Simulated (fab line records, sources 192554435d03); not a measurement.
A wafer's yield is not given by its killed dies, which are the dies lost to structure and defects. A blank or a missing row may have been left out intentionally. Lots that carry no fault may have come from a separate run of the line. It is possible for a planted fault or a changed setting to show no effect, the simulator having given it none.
Which of the tools did it?	flow n5_finfet	24 lots, 72 wafers sampled, at 5 steps of a route of 1938

## WHAT THE GAUGES SHOWED, per wafer
N5_BEOL_M10_CD_MEAS_35: target cd 70 nm. Usual: cd_nm reads 69.9 nm (standard deviation 0.7).
lot	measured	on	cd_nm (nm)	flag
L074	day 9 22:36	cd_sem-01	71.2 70.0 70.7	
L075	day 10 06:59	cd_sem-01	69.0 69.0 69.4	
L076	day 10 07:41	cd_sem-03	69.5 68.8 69.2	
L077	day 11 02:11	cd_sem-03	69.3 69.9 70.4	
L078	day 11 09:19	cd_sem-02	70.3 69.8 69.6	
L079	day 11 09:38	cd_sem-03	68.8 68.3 68.7	
L082	day 11 09:55	cd_sem-01	70.0 70.2 71.0	
L080	day 11 16:36	cd_sem-03	71.3 70.4 71.6	
L081	day 12 03:20	cd_sem-01	70.3 70.4 70.6	
L083	day 12 03:23	cd_sem-02	70.0 70.2 69.0	
L084	day 12 19:25	cd_sem-02	71.0 70.0 69.8	
L085	day 12 19:53	cd_sem-03	71.1 70.4 70.4	
L086	day 13 13:51	cd_sem-01	70.3 70.6 70.8	
L087	day 13 16:35	cd_sem-02	69.3 70.0 69.7	
L088	day 13 16:46	cd_sem-02	69.3 70.6 70.6	
L089	day 13 17:17	cd_sem-01	70.9 70.8 71.2	
L091	day 14 00:59	cd_sem-03	69.6 69.8 70.1	
L090	day 14 01:28	cd_sem-01	69.9 71.0 70.1	
L092	day 14 17:29	cd_sem-03	70.1 69.6 70.0	
L093	day 15 01:25	cd_sem-02	70.1 69.7 70.2	
L095	day 15 18:01	cd_sem-01	68.7 68.8 68.3	
L094	day 15 19:04	cd_sem-02	69.9 69.6 70.3	
L096	day 15 22:13	cd_sem-03	69.6 70.3 70.2	
L097	day 16 16:17	cd_sem-01	69.6 69.9 70.8	

N5_BEOL_M11_INSPECT_13: inspects for defects (brightfield). Usual: raw_defect_count reads 396 (standard deviation 120).
lot	measured	on	raw_defect_count	flag
L074	day 10 04:27	defect_inspect-01	453 325 446	
L075	day 10 14:02	defect_inspect-01	321 409 483	
L076	day 10 14:17	defect_inspect-02	618 458 682	
L077	day 11 07:59	defect_inspect-01	426 382 323	
L078	day 11 12:48	defect_inspect-01	280 285 351	
L079	day 11 16:56	defect_inspect-02	335 271 471	
L082	day 11 17:09	defect_inspect-01	348 306 478	
L080	day 11 20:23	defect_inspect-02	361 369 441	
L081	day 12 09:59	defect_inspect-02	408 496 426	
L083	day 12 10:09	defect_inspect-02	544 524 337	
L084	day 13 00:23	defect_inspect-02	322 426 437	
L085	day 13 01:15	defect_inspect-01	310 234 255	
L086	day 13 20:28	defect_inspect-02	575 816 490	
L087	day 13 23:10	defect_inspect-01	316 388 374	
L088	day 13 22:57	defect_inspect-01	240 332 258	
L089	day 13 23:19	defect_inspect-02	379 395 377	
L091	day 14 09:08	defect_inspect-02	675 596 671	
L090	day 14 09:17	defect_inspect-01	270 250 288	
L092	day 15 01:24	defect_inspect-01	426 338 382	
L093	day 15 06:19	defect_inspect-01	324 345 324	
L095	day 15 22:29	defect_inspect-01	241 222 292	
L094	day 16 00:17	defect_inspect-02	341 370 592	
L096	day 16 02:22	defect_inspect-01	406 351 449	
L097	day 16 20:22	defect_inspect-02	285 383 406	

## TOOL THAT RAN EACH LOT (tool first, then ch and the chambers of the sampled wafers, then the start)
lot	N5_BEOL_M10_ETCH_41	N5_BEOL_M10_ALD_74	N5_BEOL_M10_SPUTTER_48
L074	rie_diel-05 ch 1,2,3, day 9 22:36 or earlier	ald_metal-01 ch 0,1, day 9 23:29	pvd_sputter-03, day 10 00:14
L075	rie_diel-01 ch 0,2,3, day 10 06:59 or earlier	ald_metal-01 ch 0,1, day 10 07:50	pvd_sputter-02, day 10 09:50
L076	rie_diel-02 ch 0,2, day 10 07:41 or earlier	ald_metal-02 ch 1,3, day 10 10:11	pvd_sputter-03, day 10 10:39
L077	rie_diel-05 ch 0,2,3, day 11 02:11 or earlier	ald_metal-02 ch 0,1,2, day 11 03:11	pvd_sputter-01, day 11 04:13
L078	rie_diel-02 ch 2,3, day 11 09:19 or earlier	ald_metal-01 ch 0,1,2, day 11 09:46	pvd_sputter-03, day 11 10:19
L079	rie_diel-01 ch 0,1,2, day 11 09:38 or earlier	ald_metal-03 ch 0,1,2, day 11 10:07	pvd_sputter-03, day 11 11:22
L082	rie_diel-05 ch 1,2,3, day 11 09:55 or earlier	ald_metal-03 ch 0,1,2, day 11 11:14	pvd_sputter-03, day 11 11:45
L080	rie_diel-01 ch 1,2, day 11 16:36 or earlier	ald_metal-02 ch 0,1,3, day 11 17:04	pvd_sputter-03, day 11 17:38
L081	rie_diel-02 ch 0,1,3, day 12 03:20 or earlier	ald_metal-01 ch 0,1,2, day 12 04:08	pvd_sputter-02, day 12 04:45
L083	rie_diel-01 ch 0,1,3, day 12 03:23 or earlier	ald_metal-02 ch 0,2, day 12 04:16	pvd_sputter-02, day 12 04:50
L084	rie_diel-02 ch 1,3, day 12 19:25 or earlier	ald_metal-01 ch 1,2,3, day 12 20:07	pvd_sputter-02, day 12 20:52
L085	rie_diel-02 ch 0,1,2, day 12 19:53 or earlier	ald_metal-03 ch 0,1,2, day 12 20:34	pvd_sputter-01, day 12 22:27
L086	rie_diel-02 ch 0,3, day 13 13:51 or earlier	ald_metal-03 ch 0,3, day 13 14:23	pvd_sputter-02, day 13 16:34
L087	rie_diel-01 ch 1,2, day 13 16:35 or earlier	ald_metal-03 ch 0,1, day 13 17:27	pvd_sputter-02, day 13 19:31
L088	rie_diel-02 ch 1,2,3, day 13 16:46 or earlier	ald_metal-01 ch 0,1,3, day 13 17:40	pvd_sputter-03, day 13 19:47
L089	rie_diel-02 ch 1,2,3, day 13 17:17 or earlier	ald_metal-03 ch 1,2,3, day 13 19:38	pvd_sputter-03, day 13 20:27
L091	rie_diel-05 ch 0,1,2, day 14 00:59 or earlier	ald_metal-01 ch 1,2,3, day 14 05:08	pvd_sputter-02, day 14 05:43
L090	rie_diel-05 ch 0,1,2, day 14 01:28 or earlier	ald_metal-02 ch 0,2,3, day 14 05:20	pvd_sputter-02, day 14 05:52
L092	rie_diel-01 ch 0,1,3, day 14 17:29 or earlier	ald_metal-02 ch 0,2,3, day 14 18:34	pvd_sputter-01, day 14 21:17
L093	rie_diel-05 ch 0,2,3, day 15 01:25 or earlier	ald_metal-03 ch 1,2,3, day 15 02:23	pvd_sputter-03, day 15 03:22
L095	rie_diel-02 ch 2,3, day 15 18:01 or earlier	ald_metal-03 ch 0,1,3, day 15 18:31	pvd_sputter-03, day 15 19:03
L094	rie_diel-02 ch 2,3, day 15 19:04 or earlier	ald_metal-03 ch 0,2, day 15 21:17	pvd_sputter-03, day 15 22:02
L096	rie_diel-01 ch 0,2,3, day 15 22:13 or earlier	ald_metal-01 ch 1,2,3, day 15 22:46	pvd_sputter-03, day 15 23:28
L097	rie_diel-01 ch 1,2,3, day 16 16:17 or earlier	ald_metal-02 ch 0,1,2, day 16 16:59	pvd_sputter-01, day 16 17:31
- N5_BEOL_M10_ETCH_41: etches SiCN in CH3F/O2, target depth 42.6 nm, time 86 s.
- N5_BEOL_M10_ALD_74: deposits TaN, target thk 2 nm, pulse time 2 s, purge time 3 s.
- N5_BEOL_M10_SPUTTER_48: material Cu, target thk 12 nm, time 2 s.

## WHAT THE TOOLS THEMSELVES READ (means of the sampled wafers that have a number; where no wafer has one, the mark that the record gives instead)
N5_BEOL_M10_ETCH_41. Usual: drypump_motor_current_A 5.7 A, standard deviation 0.46; mfc_ar_sccm 150.0 sccm, standard deviation 0.47; oes_product_au 0.79 a.u., standard deviation 0.077; rf_vpp_V 297.5 V, standard deviation 1.3; showerhead_plenum_p_Torr 2.01 Torr, standard deviation 0.054; throttle_valve_pct 16.41 %, standard deviation 0.16.
lot	tool	drypump_motor_current_A (A)	mfc_ar_sccm (sccm)	oes_product_au (a.u.)	rf_vpp_V (V)	showerhead_plenum_p_Torr (Torr)	throttle_valve_pct (%)	flag
L074	rie_diel-05	5.8	150.5	0.79	297.6	2.01	16.39	
L075	rie_diel-01	5.5	150.1	0.79	296.9	1.99	16.40	
L076	rie_diel-02	6.2	149.8	0.84	299.7	2.10	16.27	
L077	rie_diel-05	5.8	149.9	0.79	297.3	2.01	16.39	
L078	rie_diel-02	5.7	150.2	0.75	297.8	2.03	16.42	
L079	rie_diel-01	5.2	150.3	0.82	296.6	1.99	16.45	
L082	rie_diel-05	5.8	149.7	0.77	297.5	2.01	16.41	
L080	rie_diel-01	5.3	150.2	0.83	296.5	1.97	16.58	
L081	rie_diel-02	5.9	150.2	0.83	297.0	2.00	16.39	
L083	rie_diel-01	5.5	149.9	0.83	297.1	2.03	16.28	
L084	rie_diel-02	6.0	150.0	0.86	297.7	1.97	16.34	
L085	rie_diel-02	6.2	149.8	0.86	297.7	2.04	16.30	
L086	rie_diel-02	5.7	149.9	0.77	297.7	2.02	16.47	
L087	rie_diel-01	5.3	149.8	0.79	296.6	1.96	16.61	
L088	rie_diel-02	6.0	149.7	0.81	297.4	2.02	16.36	
L089	rie_diel-02	6.0	150.0	0.81	297.2	2.02	16.36	
L091	rie_diel-05	5.7	150.2	0.76	297.5	2.00	16.49	
L090	rie_diel-05	5.6	149.6	0.76	296.7	2.00	16.49	
L092	rie_diel-01	5.5	150.0	0.81	297.7	2.02	16.33	
L093	rie_diel-05	5.8	150.2	0.76	298.3	2.00	16.45	
L095	rie_diel-02	5.7	149.7	0.72	297.7	2.02	16.50	
L094	rie_diel-02	5.7	150.0	0.73	298.3	2.02	16.50	
L096	rie_diel-01	5.5	150.0	0.74	296.6	1.98	16.49	
L097	rie_diel-01	5.6	150.0	0.79	297.5	1.99	16.46	

N5_BEOL_M10_ALD_74. Usual: heater_power_w 397 W, standard deviation 34; mfc_carrier_sccm 1500 sccm, standard deviation 4.6.
lot	tool	heater_power_w (W)	mfc_carrier_sccm (sccm)	flag
L074	ald_metal-01	425	1498	
L075	ald_metal-01	417	1497	
L076	ald_metal-02	384	1492	
L077	ald_metal-02	392	1501	
L078	ald_metal-01	404	1497	
L079	ald_metal-03	370	1501	
L082	ald_metal-03	362	1502	
L080	ald_metal-02	399	1495	
L081	ald_metal-01	404	1499	
L083	ald_metal-02	393	1501	
L084	ald_metal-01	426	1499	
L085	ald_metal-03	361	1500	
L086	ald_metal-03	398	1499	
L087	ald_metal-03	387	1497	
L088	ald_metal-01	438	1503	
L089	ald_metal-03	392	1500	
L091	ald_metal-01	429	1503	
L090	ald_metal-02	402	1502	
L092	ald_metal-02	403	1505	
L093	ald_metal-03	387	1498	
L095	ald_metal-03	391	1499	
L094	ald_metal-03	341	1499	
L096	ald_metal-01	429	1498	
L097	ald_metal-02	383	1499	

N5_BEOL_M10_SPUTTER_48. Usual: throttle_valve_pct reads 30.0 % (standard deviation 0.91).
lot	tool	throttle_valve_pct (%)	flag
L074	pvd_sputter-03	29.7	
L075	pvd_sputter-02	30.8	
L076	pvd_sputter-03	29.0	
L077	pvd_sputter-01	31.0	
L078	pvd_sputter-03	29.7	
L079	pvd_sputter-03	29.3	
L082	pvd_sputter-03	29.8	
L080	pvd_sputter-03	29.7	
L081	pvd_sputter-02	30.2	
L083	pvd_sputter-02	30.8	
L084	pvd_sputter-02	30.9	
L085	pvd_sputter-01	30.4	
L086	pvd_sputter-02	29.9	
L087	pvd_sputter-02	30.6	
L088	pvd_sputter-03	29.3	
L089	pvd_sputter-03	29.6	
L091	pvd_sputter-02	30.3	
L090	pvd_sputter-02	30.5	
L092	pvd_sputter-01	30.5	
L093	pvd_sputter-03	30.0	
L095	pvd_sputter-03	29.2	
L094	pvd_sputter-03	29.7	
L096	pvd_sputter-03	29.7	
L097	pvd_sputter-01	30.1	

## THE ANSWER, worked out from the rows above alone
Rule: a lot counts as off when the mean over its wafers that have a number is more than 3 standard deviations away from the usual mean. A lot without any number at a reading at which 4 lots or more have one is off too. The other lots that the step has rows for count as sound. The gauges are gone through in route order, then the tools' own readings, and for those a lot's mean is taken as printed above. The first step at which some lot is off is used, and at that step the reading that is off furthest; a lot without a number counts as furthest.
No lot is off at any reading shown: from this, nothing can be told.

## WHAT WAS PUT IN BY THE SIMULATOR
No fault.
